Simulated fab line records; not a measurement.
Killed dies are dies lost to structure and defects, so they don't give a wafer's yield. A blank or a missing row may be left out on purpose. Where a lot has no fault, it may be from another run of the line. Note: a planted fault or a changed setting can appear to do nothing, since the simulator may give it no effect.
fab line records + flow nand_harc
record
- lots=5
- wafers=15
- last_day=24
route steps=1159 shown A_SLIT@783
lots that met no fault: taken from a fault-free run of the same line
start_h: start of the lot's first displayed wafer, in hours after the record's first day + wait_h: how many hours have passed since the lot's step before this one + " unchanged from the row above + L1.1+2: several wafers, shown together as one row + - no value, or no start given + * or withheld: withheld + < > ~ a bound
route shown NAME@n: NAME is a module with steps in the file, n the number in the route of the first one + usual: mean/standard deviation taken from wafers without a fault + same: alike in all rows + chamber/n: place in a boat + sites: each site's reading + _std_site: how widely they spread, as a standard deviation + _edge_site: inner sites' mean taken away from outer sites' mean + radius_mm: how far each site lies from the wafer's centre + mask NAME#n: copy n + behind: the most recent tool/chamber to have shaped the wafer + hold: cause of the lot's hold/its duration in hours/its outcome + device: transistor that didn't switch, given as n, p or np + end of line: tests run on the same wafers once the route is complete + a step given without rows: its recipe and nothing more + killed: count of dies lost to structure and defects at first sort (not the wafer's yield) + map: dies across one wafer; x = killed, . = not, _ = none there
set.NAME: setting as actually run; set.NAME@STEP: the setting as run at that earlier step + model.NAME: the simulator's own value behind a step, which no gauge read
lots seen at some steps along the route; tables by step, rows by wafer
services: the hour from which a tool's chamber was out of use, counted from the record's first day as start_h (under 0 if before that day), plus the number of hours and why
## steps
# step NHARC_A_SLIT_HMDS_02
# recipe
- time_s=30
# step NHARC_A_SLIT_COAT_03
# recipe
- spin_rpm=1500
- resist_thk_nm=90
# step NHARC_A_SLIT_SOFTBAKE_04
# recipe
- temp_c=105
- time_s=55
# step NHARC_A_SLIT_EBR_05
# step NHARC_A_SLIT_EXPOSE_06
# recipe
- na=1.35
- dose_mj=60.82
- mask_id=SLIT
# step NHARC_A_SLIT_PEB_07
# recipe
- peb_temp_c=100
- peb_time_s=65
# step NHARC_A_SLIT_DEVELOP_08
# recipe
- develop_time_s=35
- dev_temp_c=23
# step NHARC_A_SLIT_CD_MEAS_09
# recipe
- target_cd_nm=300
- landing_energy_ev=500
# usual
- cd_nm=300.3/0.49
| lot.wafer | tool      | chamber | start_h | wait_h | cd_nm |
|-----------|-----------|---------|---------|--------|-------|
| L712.3    | cd_sem-02 | 0       | 329.12  | -      | 300.6 |
| L712.4    | "         | 0       | "       | "      | 300.7 |
| L712.6    | "         | 0       | "       | "      | 300.1 |
| L714.2    | cd_sem-01 | 0       | 335.19  | -      | 301.2 |
| L714.4    | "         | 0       | "       | "      | 301.1 |
| L714.5    | "         | 0       | "       | "      | 301.3 |
| L719.1    | cd_sem-03 | 0       | 381.97  | -      | 301.0 |
| L719.2    | "         | 0       | "       | "      | 300.5 |
| L719.4    | "         | 0       | "       | "      | 300.6 |
| L725.2    | cd_sem-01 | 0       | 414.64  | -      | 299.6 |
| L725.4    | "         | 0       | "       | "      | 299.5 |
| L725.6    | "         | 0       | "       | "      | 299.7 |
| L730.4    | cd_sem-02 | 0       | 444.58  | -      | 300.2 |
| L730.5    | "         | 0       | "       | "      | 300.1 |
| L730.6    | "         | 0       | "       | "      | 300.6 |
# step NHARC_A_SLIT_OVL_MEAS_10
# usual
- overlay_x_nm=-0.2/0.76
- overlay_y_nm=0.2/0.69
| lot.wafer | tool       | chamber | start_h | wait_h | overlay_x_nm | overlay_y_nm |
|-----------|------------|---------|---------|--------|--------------|--------------|
| L712.3    | overlay-01 | -       | 329.20  | -      | 0.1          | 1.0          |
| L712.4    | "          | -       | "       | "      | -0.3         | 0.9          |
| L712.6    | "          | -       | "       | "      | 0.0          | 1.0          |
| L714.2    | overlay-02 | -       | 335.28  | -      | 0.2          | 0.7          |
| L714.4    | "          | -       | "       | "      | -0.1         | 0.3          |
| L714.5    | "          | -       | "       | "      | -0.3         | 0.4          |
| L719.1    | overlay-02 | -       | 382.06  | -      | -1.0         | 0.6          |
| L719.2    | "          | -       | "       | "      | -1.1         | 0.7          |
| L719.4    | "          | -       | "       | "      | -0.9         | 1.4          |
| L725.2    | overlay-02 | -       | 414.73  | -      | 1.6          | -1.1         |
| L725.4    | "          | -       | "       | "      | 1.3          | -0.8         |
| L725.6    | "          | -       | "       | "      | 1.3          | -0.9         |
| L730.4    | overlay-02 | -       | 444.66  | -      | -0.4         | -0.3         |
| L730.5    | "          | -       | "       | "      | -1.2         | -0.3         |
| L730.6    | "          | -       | "       | "      | -0.5         | -0.4         |
# step NHARC_A_SLIT_INSPECT_11
# usual
- raw_defect_count=22/10
| lot.wafer | tool              | chamber | start_h | wait_h | raw_defect_count |
|-----------|-------------------|---------|---------|--------|------------------|
| L712.3    | defect_inspect-02 | -       | 329.24  | 0.0    | 31               |
| L712.4    | "                 | -       | "       | "      | 26               |
| L712.6    | "                 | -       | "       | "      | 20               |
| L714.2    | defect_inspect-01 | -       | 335.31  | 0.0    | 23               |
| L714.4    | "                 | -       | "       | "      | 34               |
| L714.5    | "                 | -       | "       | "      | 28               |
| L719.1    | defect_inspect-01 | -       | 382.09  | 0.0    | 12               |
| L719.2    | "                 | -       | "       | "      | 22               |
| L719.4    | "                 | -       | "       | "      | 14               |
| L725.2    | defect_inspect-01 | -       | 414.76  | 0.0    | 25               |
| L725.4    | "                 | -       | "       | "      | 14               |
| L725.6    | "                 | -       | "       | "      | 26               |
| L730.4    | defect_inspect-01 | -       | 444.70  | 0.0    | 12               |
| L730.5    | "                 | -       | "       | "      | 15               |
| L730.6    | "                 | -       | "       | "      | 12               |
# step NHARC_A_SLIT_DESCUM_14
# recipe
- time_s=3
- o2_flow_sccm=200
- ar_flow_sccm=0
- bias_power_w=0
- chemistry=O2
# usual
- drypump_motor_current_A=5.7/0.33
- mfc_ar_sccm=0.010/0.013
- oes_product_au=1.000/0.0079
- rf_vpp_V=57.9/0.97
- showerhead_plenum_p_Torr=1.91/0.077
- throttle_valve_pct=11.310/0.0086
| lot.wafer | tool        | chamber | start_h | wait_h | drypump_motor_current_A | mfc_ar_sccm | oes_product_au | rf_hours_counter_h | rf_vpp_V | showerhead_plenum_p_Torr | throttle_valve_pct |
|-----------|-------------|---------|---------|--------|-------------------------|-------------|----------------|--------------------|----------|--------------------------|--------------------|
| L712.4    | rie_diel-13 | 1       | 329.30  | 0.1    | 5.4                     | 0.009       | 1.014          | 2                  | 57.0     | 1.99                     | 11.302             |
| L712.3    | "           | 3       | "       | "      | 5.7                     | 0           | 1.013          | 2                  | 58.5     | 2.03                     | 11.311             |
| L712.6    | "           | 1       | "       | "      | 5.3                     | 0.009       | 1.004          | -                  | 56.5     | 1.99                     | 11.319             |
| L714.2    | rie_diel-05 | 3       | 335.38  | 0.1    | 6.4                     | 0           | 0.996          | 15                 | 58.7     | 1.92                     | 11.307             |
| L714.4    | "           | 1       | "       | "      | 5.8                     | 0.000       | 0.997          | 15                 | 57.6     | 1.85                     | 11.312             |
| L714.5    | "           | 2       | "       | "      | 5.2                     | 0           | 1.006          | -                  | 56.2     | 1.83                     | 11.314             |
| L719.4    | rie_diel-05 | 0       | 382.16  | 0.1    | 6.0                     | 0.026       | 0.985          | 2                  | 57.7     | 1.96                     | 11.311             |
| L719.2    | "           | 1       | "       | "      | 5.8                     | 0.000       | 0.986          | 2                  | 57.6     | 1.85                     | 11.313             |
| L719.1    | "           | 2       | "       | "      | 5.3                     | 0           | 1.006          | 2                  | 57.6     | 1.83                     | 11.320             |
| L725.4    | rie_diel-08 | 1       | 414.82  | 0.1    | 5.9                     | 0.002       | 0.997          | 6                  | 57.4     | 1.92                     | 11.310             |
| L725.2    | "           | 0       | "       | "      | 5.7                     | 0.038       | 0.998          | 7                  | 56.3     | 1.88                     | 11.310             |
| L725.6    | "           | 2       | "       | "      | 5.8                     | 0.010       | 0.991          | -                  | 58.4     | 2.05                     | 11.310             |
| L730.4    | rie_diel-13 | 0       | 444.76  | 0.1    | 5.9                     | 0           | 1.005          | 11                 | 57.1     | 1.84                     | 11.323             |
| L730.6    | "           | 3       | "       | "      | 5.6                     | 0           | 1.007          | -                  | 58.5     | 2.02                     | 11.311             |
| L730.5    | "           | 0       | "       | "      | 5.9                     | 0           | 1.010          | -                  | 57.3     | 1.84                     | 11.319             |
# step NHARC_A_SLIT_ETCH_24
# recipe
- target_depth_a=1210
- time_s=60.5
- cf4_flow_sccm=100
- chf3_flow_sccm=30
- ar_flow_sccm=0
- rf_w=500
- bias_w=200
- chemistry=CF4/CHF3
# usual
- bias_w=200.0/0.53
- drypump_motor_current_A=5.7/0.33
- mfc_ar_sccm=0.011/0.014
- oes_product_au=0.963/0.02
- rf_vpp_V=370.5/2.1
- showerhead_plenum_p_Torr=1.57/0.061
- throttle_valve_pct=16.804/0.0088
| lot.wafer | tool        | chamber | start_h | wait_h | bias_w | drypump_motor_current_A | mfc_ar_sccm | oes_product_au | rf_hours_counter_h | rf_vpp_V | showerhead_plenum_p_Torr | throttle_valve_pct |
|-----------|-------------|---------|---------|--------|--------|-------------------------|-------------|----------------|--------------------|----------|--------------------------|--------------------|
| L712.3    | rie_diel-13 | 3       | 329.39  | 0.1    | 200.8  | 5.6                     | 0           | 0.980          | 2                  | 373.3    | 1.66                     | 16.796             |
| L712.4    | "           | 0       | "       | "      | 199.4  | 5.9                     | 0           | 0.983          | 2                  | 367.4    | 1.52                     | 16.816             |
| L712.6    | "           | 1       | "       | "      | 200.6  | 5.4                     | 0.009       | 0.965          | -                  | 372.2    | 1.63                     | 16.800             |
| L714.4    | rie_diel-05 | 3       | 335.46  | 0.1    | 199.9  | 6.4                     | 0           | 0.919          | 15                 | 370.6    | 1.58                     | 16.808             |
| L714.2    | "           | 1       | "       | "      | 200.9  | 5.8                     | 0.000       | 0.929          | 15                 | 369.2    | 1.52                     | 16.807             |
| L714.5    | "           | 0       | "       | "      | 200.0  | 6.0                     | 0.026       | 0.931          | -                  | 371.7    | 1.61                     | 16.809             |
| L719.2    | rie_diel-05 | 0       | 382.24  | 0.1    | 200.6  | 6.0                     | 0.026       | 0.954          | 2                  | 371.3    | 1.61                     | 16.803             |
| L719.1    | "           | 1       | "       | "      | 199.2  | 5.8                     | 0.000       | 0.958          | 2                  | 370.1    | 1.52                     | 16.811             |
| L719.4    | "           | 3       | "       | "      | 200.6  | 6.4                     | 0           | 0.961          | 2                  | 369.7    | 1.58                     | 16.800             |
| L725.4    | rie_diel-08 | 0       | 414.92  | 0.1    | 199.7  | 5.7                     | 0.038       | 0.969          | 7                  | 369.8    | 1.55                     | 16.800             |
| L725.2    | "           | 1       | "       | "      | 199.9  | 5.8                     | 0.002       | 0.953          | 6                  | 371.1    | 1.58                     | 16.795             |
| L725.6    | "           | 3       | "       | "      | 200.5  | 5.7                     | 0           | 0.975          | -                  | 369.5    | 1.51                     | 16.797             |
| L730.4    | rie_diel-13 | 3       | 444.85  | 0.1    | 200.3  | 5.6                     | 0           | 0.965          | 12                 | 373.5    | 1.66                     | 16.818             |
| L730.6    | "           | 2       | "       | "      | 200.1  | 5.1                     | 0.029       | 0.983          | -                  | 367.0    | 1.50                     | 16.818             |
| L730.5    | "           | 3       | "       | "      | 200.7  | 5.6                     | 0           | 0.963          | -                  | 373.3    | 1.66                     | 16.796             |
# step NHARC_A_SLIT_ETCH_15
# recipe
- target_depth_a=32000
- over_etch_frac=0.3
- time_s=832
- ion_energy_ev=150
- o2_flow_sccm=400
- cos_flow_sccm=20
- ar_flow_sccm=0
- rf_w=500
- bias_w=300
- chemistry=O2/COS
# usual
- bias_w=300.1/0.84
- drypump_motor_current_A=5.7/0.32
- mfc_ar_sccm=0.010/0.013
- oes_product_au=1.002/0.0071
- rf_vpp_V=314.1/1.8
- showerhead_plenum_p_Torr=3.12/0.12
- throttle_valve_pct=28.329/0.0094
| lot.wafer | tool        | chamber | start_h | wait_h | bias_w | drypump_motor_current_A | mfc_ar_sccm | oes_product_au | rf_hours_counter_h | rf_vpp_V | showerhead_plenum_p_Torr | throttle_valve_pct |
|-----------|-------------|---------|---------|--------|--------|-------------------------|-------------|----------------|--------------------|----------|--------------------------|--------------------|
| L712.3    | rie_diel-13 | 1       | 329.47  | -      | 300.6  | 5.4                     | 0.009       | 1.008          | 2                  | 317.5    | 3.24                     | 28.327             |
| L712.4    | "           | 2       | "       | "      | 299.1  | 5.1                     | 0.029       | 0.997          | 2                  | 312.5    | 2.97                     | 28.337             |
| L712.6    | "           | 2       | "       | "      | 300.9  | 5.1                     | 0.029       | 0.991          | -                  | 312.2    | 2.98                     | 28.325             |
| L714.2    | rie_diel-05 | 1       | 335.61  | -      | 298.0  | 5.8                     | 0.000       | 0.995          | 15                 | 312.1    | 3.03                     | 28.334             |
| L714.4    | "           | 3       | "       | "      | 300.1  | 6.4                     | 0           | 1.004          | 15                 | 313.8    | 3.14                     | 28.344             |
| L714.5    | "           | 0       | "       | "      | 300.3  | 6.0                     | 0.026       | 0.997          | -                  | 314.4    | 3.19                     | 28.318             |
| L719.2    | rie_diel-05 | 1       | 382.33  | -      | 301.5  | 5.8                     | 0.000       | 0.994          | 2                  | 312.9    | 3.02                     | 28.330             |
| L719.4    | "           | 2       | "       | "      | 299.3  | 5.2                     | 0           | 0.991          | 2                  | 313.4    | 2.99                     | 28.314             |
| L719.1    | "           | 0       | "       | "      | 300.3  | 6.0                     | 0.026       | 0.832          | 2                  | 315.8    | 3.19                     | 28.312             |
| L725.2    | rie_diel-08 | 3       | 415.00  | -      | 300.3  | 5.7                     | 0           | 0.998          | 7                  | 313.2    | 3.00                     | 28.336             |
| L725.4    | "           | 0       | "       | "      | 301.2  | 5.7                     | 0.038       | 1.004          | 7                  | 312.6    | 3.07                     | 28.328             |
| L725.6    | "           | 0       | "       | "      | 301.1  | 5.7                     | 0.038       | 1.000          | -                  | 312.5    | 3.07                     | 28.340             |
| L730.4    | rie_diel-13 | 2       | 444.93  | -      | 300.4  | 5.1                     | 0.029       | 1.003          | 12                 | 311.6    | 2.97                     | 28.330             |
| L730.6    | "           | 2       | "       | "      | 301.8  | 5.1                     | 0.029       | 1.011          | -                  | 312.2    | 2.97                     | 28.326             |
| L730.5    | "           | 3       | "       | "      | 299.3  | 5.7                     | 0           | 1.015          | -                  | 316.0    | 3.29                     | 28.329             |
# step NHARC_A_SLIT_ETCH_17
# recipe
- bias_v=900
- source_w=withheld
- pressure_mtorr=20
- ar_flow_sccm=375
- c4f8_flow_sccm=83.3
- o2_flow_sccm=41.7
- time_s=1687.5
- target_depth_a=1.01e+05
- chemistry=C4F8/O2/Ar
# usual
- c4f8_flow_sccm=83.28/0.26
- drypump_motor_current_A=5.94/0.26
- mfc_ar_sccm=374.9/1.3
- showerhead_plenum_p_Torr=3.75/0.059
- throttle_valve_pct=32.044/0.008
| lot.wafer | tool        | chamber | start_h | wait_h | c4f8_flow_sccm | drypump_motor_current_A | mfc_ar_sccm | rf_hours_counter_h | showerhead_plenum_p_Torr | throttle_valve_pct |
|-----------|-------------|---------|---------|--------|----------------|-------------------------|-------------|--------------------|--------------------------|--------------------|
| L712.3    | har_etch-02 | 1       | 332.26  | -      | 83.30          | 6.28                    | 377.2       | -                  | 3.74                     | 32.032             |
| L712.4    | "           | 0       | "       | "      | 83.20          | 5.73                    | 374.4       | -                  | 3.84                     | 32.043             |
| L712.6    | "           | 0       | "       | "      | 83.26          | 5.74                    | 372.9       | -                  | 3.84                     | 32.047             |
| L714.2    | har_etch-01 | 0       | 336.39  | -      | 83.01          | 5.65                    | 376.1       | 11                 | 3.79                     | 32.046             |
| L714.4    | "           | 0       | "       | "      | 83.16          | 5.64                    | 375.4       | -                  | 3.79                     | 32.033             |
| L714.5    | "           | 1       | "       | "      | 83.37          | 6.12                    | 374.7       | -                  | 3.68                     | 32.048             |
| L719.1    | har_etch-01 | 0       | 382.94  | -      | 83.37          | 5.66                    | 374.7       | 25                 | 3.78                     | 32.057             |
| L719.2    | "           | 1       | "       | "      | 83.10          | 6.13                    | 374.4       | 25                 | 3.67                     | 32.053             |
| L719.4    | "           | 1       | "       | "      | 83.16          | 6.12                    | 374.4       | -                  | 3.67                     | 32.046             |
| L725.2    | har_etch-02 | 1       | 416.79  | -      | 83.21          | 6.24                    | 375.1       | 216                | 3.72                     | 32.041             |
| L725.4    | "           | 0       | "       | "      | 83.20          | 5.72                    | 375.9       | -                  | 3.82                     | 32.036             |
| L725.6    | "           | 0       | "       | "      | 83.32          | 5.73                    | 377.6       | -                  | 3.82                     | 32.045             |
| L730.4    | har_etch-01 | 1       | 446.01  | -      | 83.55          | 6.13                    | 375.1       | -                  | 3.66                     | 32.051             |
| L730.5    | "           | 1       | "       | "      | 83.26          | 6.12                    | 373.8       | -                  | 3.66                     | 32.030             |
| L730.6    | "           | 0       | "       | "      | 82.63          | 5.66                    | 376.0       | -                  | 3.77                     | 32.057             |
## services
| tool        | chamber | start_h | hours | kind       |
|-------------|---------|---------|-------|------------|
| rie_diel-13 | 0       | 309.50  | -     | clean      |
| rie_diel-13 | 1       | 309.50  | -     | clean      |
| rie_diel-13 | 2       | 309.50  | -     | clean      |
| rie_diel-13 | 3       | 309.50  | -     | clean      |
| rie_diel-05 | 0       | 319.81  | -     | clean      |
| rie_diel-05 | 1       | 319.81  | -     | clean      |
| rie_diel-05 | 2       | 319.81  | -     | clean      |
| rie_diel-05 | 3       | 319.81  | -     | clean      |
| rie_diel-13 | 0       | 334.00  | -     | clean      |
| rie_diel-13 | 1       | 334.00  | -     | clean      |
| rie_diel-13 | 2       | 334.00  | -     | clean      |
| rie_diel-13 | 3       | 334.00  | -     | clean      |
| rie_diel-05 | -       | 340.74  | 9.0   | pm         |
| rie_diel-05 | 0       | 340.74  | 9.0   | vent_cycle |
| rie_diel-05 | 1       | 340.74  | 9.0   | vent_cycle |
| rie_diel-05 | 2       | 340.74  | 9.0   | vent_cycle |
| rie_diel-05 | 3       | 340.74  | 9.0   | vent_cycle |
| rie_diel-08 | 2       | 350.18  | 2.9   | repair     |
| rie_diel-08 | 3       | 356.71  | 4.1   | repair     |
| rie_diel-05 | 2       | 389.94  | 2.4   | repair     |
| har_etch-01 | -       | 390.43  | 1.1   | repair     |
| rie_diel-08 | 0       | 418.30  | 7.6   | repair     |
| rie_diel-08 | 3       | 429.89  | 6.7   | repair     |
| rie_diel-13 | 0       | 432.30  | 4.0   | repair     |
## key
first_sign
- step=NHARC_A_SLIT_ETCH_15
- reading=oes_product_au
- direction=down
- sigmas=24
- usual=1.002
- struck=0.832
effect none on later readings
met_at NHARC_A_SLIT_ETCH_15
struck_wafers L719.1
later_rows_left_out L719.1
sort_left_out L719.1
tester_left_out L719
onset_between 335.61 382.33
fault
- kind=process_parameter_drift
- tool=rie_diel-05
- chamber=0
- onset_h=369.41
- steps=NHARC_A_SLIT_ETCH_15
- channel=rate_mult
- offset=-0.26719
- shape=step
- end_h=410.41
# tester_left_out: of these lots the tester's yield and bins aren't shown, on N5 and GAA mostly nor the transistor test; their killed dies are dies lost to structure and defects alone, not to doping, threshold or leakage, so they don't give the yield
# sort_left_out: the simulated sort isn't trusted on such a fault, so these wafers' sort isn't shown, and their yield isn't known
# later_rows_left_out: the simulator's readings of these wafers behind a module that went badly wrong aren't trusted and aren't shown, but for the sort
